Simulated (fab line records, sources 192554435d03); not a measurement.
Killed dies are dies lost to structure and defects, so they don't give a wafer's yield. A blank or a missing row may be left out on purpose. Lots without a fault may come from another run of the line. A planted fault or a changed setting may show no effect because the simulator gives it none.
Split-lot experiment | flow n5_finfet | 7 lots, 39 wafers read, on a route of 1938 steps

THE SPLIT
At N5_SD_EPI_N_ETCH_16 (etches SiO2 in CHF3/O2, target depth 5 nm), the setting target_depth_a was moved away from the recipe's 50 angstrom on 15 of the 39 wafers read, by -6.0% to +12.0%. The other wafers ran this setting at the recipe's value.

The reading is taken at the split's own step.

THE READING
etch.depth_nm (the simulator's own value, which no gauge read), in nm, at N5_SD_EPI_N_ETCH_16 (etches SiO2 in CHF3/O2, target depth 5 nm). The file gives no usual value for it. The 24 wafers here that ran the recipe average 5.008 nm, standard deviation 0.095 nm.

wafer  | tool, chamber at the split | target_depth_a as run, angstrom | against the recipe | etch.depth_nm, nm | against lot-mates on the recipe
L074.1 | rie_diel-06, 0             | 48.29                           | -3.4%              | 4.729             | -0.232
L074.2 | rie_diel-06, 2             | 48.29                           | -3.4%              | 4.777             | -0.184
L074.3 | rie_diel-06, 3             | 48.29                           | -3.4%              | 4.897             | -0.064
L074.4 | rie_diel-06, 1             | 50                              | recipe             | 4.946             | -
L074.5 | rie_diel-06, 3             | 50                              | recipe             | 5.04              | -
L074.6 | rie_diel-06, 0             | 50                              | recipe             | 4.898             | -
L080.1 | rie_diel-05, 0             | 50                              | recipe             | 4.94              | -
L080.2 | rie_diel-05, 3             | 50                              | recipe             | 4.943             | -
L080.3 | rie_diel-05, 2             | 50                              | recipe             | 5.032             | -
L080.4 | rie_diel-05, 1             | 50                              | recipe             | 5.11              | -
L080.5 | rie_diel-05, 1             | 50                              | recipe             | 5.098             | -
L080.6 | rie_diel-05, 0             | 50                              | recipe             | 4.938             | -
L084.1 | rie_diel-05, 3             | 55.98                           | +12.0%             | 5.563             | +0.604
L084.2 | rie_diel-05, 1             | 50                              | recipe             | 5.08              | -
L084.3 | rie_diel-05, 0             | 50                              | recipe             | 4.91              | -
L084.4 | rie_diel-05, 1             | 55.98                           | +12.0%             | 5.726             | +0.767
L084.5 | rie_diel-05, 0             | 50                              | recipe             | 4.887             | -
L084.6 | rie_diel-05, 3             | 55.98                           | +12.0%             | 5.512             | +0.553
L090.1 | rie_diel-06, 3             | 50                              | recipe             | 5.048             | -
L090.2 | rie_diel-06, 0             | 50                              | recipe             | 5.161             | -
L090.3 | rie_diel-06, 2             | 48.09                           | -3.8%              | 4.736             | -0.325
L090.4 | rie_diel-06, 1             | 50                              | recipe             | 4.973             | -
L090.5 | rie_diel-06, 2             | 48.09                           | -3.8%              | 4.715             | -0.346
L090.6 | rie_diel-06, 3             | 48.09                           | -3.8%              | 4.831             | -0.230
L094.2 | rie_diel-04, 0             | 50                              | recipe             | 5.056             | -
L094.3 | rie_diel-04, 3             | 50                              | recipe             | 5.128             | -
L094.5 | rie_diel-04, 1             | 50                              | recipe             | 5.052             | -
L095.1 | rie_diel-06, 3             | 50                              | recipe             | 5.067             | -
L095.2 | rie_diel-06, 0             | 50                              | recipe             | 5.224             | -
L095.3 | rie_diel-06, 2             | 47.01                           | -6.0%              | 4.618             | -0.481
L095.4 | rie_diel-06, 1             | 50                              | recipe             | 5.005             | -
L095.5 | rie_diel-06, 0             | 47.01                           | -6.0%              | 4.889             | -0.210
L095.6 | rie_diel-06, 1             | 47.01                           | -6.0%              | 4.711             | -0.388
L097.1 | rie_diel-05, 3             | 54.57                           | +9.1%              | 5.398             | +0.511
L097.2 | rie_diel-05, 0             | 50                              | recipe             | 4.89              | -
L097.3 | rie_diel-05, 0             | 54.57                           | +9.1%              | 5.337             | +0.450
L097.4 | rie_diel-05, 3             | 50                              | recipe             | 4.892             | -
L097.5 | rie_diel-05, 3             | 54.57                           | +9.1%              | 5.435             | +0.548
L097.6 | rie_diel-05, 0             | 50                              | recipe             | 4.879             | -

THE FIT
A straight line over all 39 wafers: etch.depth_nm changes by +0.0482 nm for each +1% of target_depth_a; r = +0.92; the points scatter about the line by 0.095 nm.
The same after taking each lot's own level away (the mean of its wafers on the recipe; 39 wafers): +0.0561 nm for each +1%; r = +0.96; scatter 0.079 nm.
On that fit, the largest move of target_depth_a shifts the reading by 0.67 nm.
The lots' own levels span 4.8870 to 5.0987 nm, that is 2.2 times the standard deviation above.
So the lot-to-lot level changes the slope: the two fits differ.
Check: with one of the wafers moved furthest among these (+12.0%) left out of the fit, the line predicts +0.674 nm for it against its lot-mates. It came out at +0.604 nm against them.

OTHER SPLITS ON THESE WAFERS
These wafers also went through other splits before the reading. Each is held against what the fit with the lots' levels taken away leaves over:
other split on the same wafers               | wafers away from the commonest value | r with etch.depth_nm (lot level and that fit taken away)
N5_PMOS_HMC_CHANNEL_EPI_FIN_RECESS_16 time_s | 15                                   | +0.12
N5_DUMMY_GATE_ETCH_37 source_w               | 18                                   | +0.00
N5_DUMMY_GATE_ETCH_31 target_depth_a         | 15                                   | +0.10
N5_DUMMY_GATE_ETCH_42 bias_w                 | 15                                   | -0.04

THE FILE'S OWN FIT
etch.depth_nm changes by +0.0558 nm for each +1% of target_depth_a, r = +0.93.
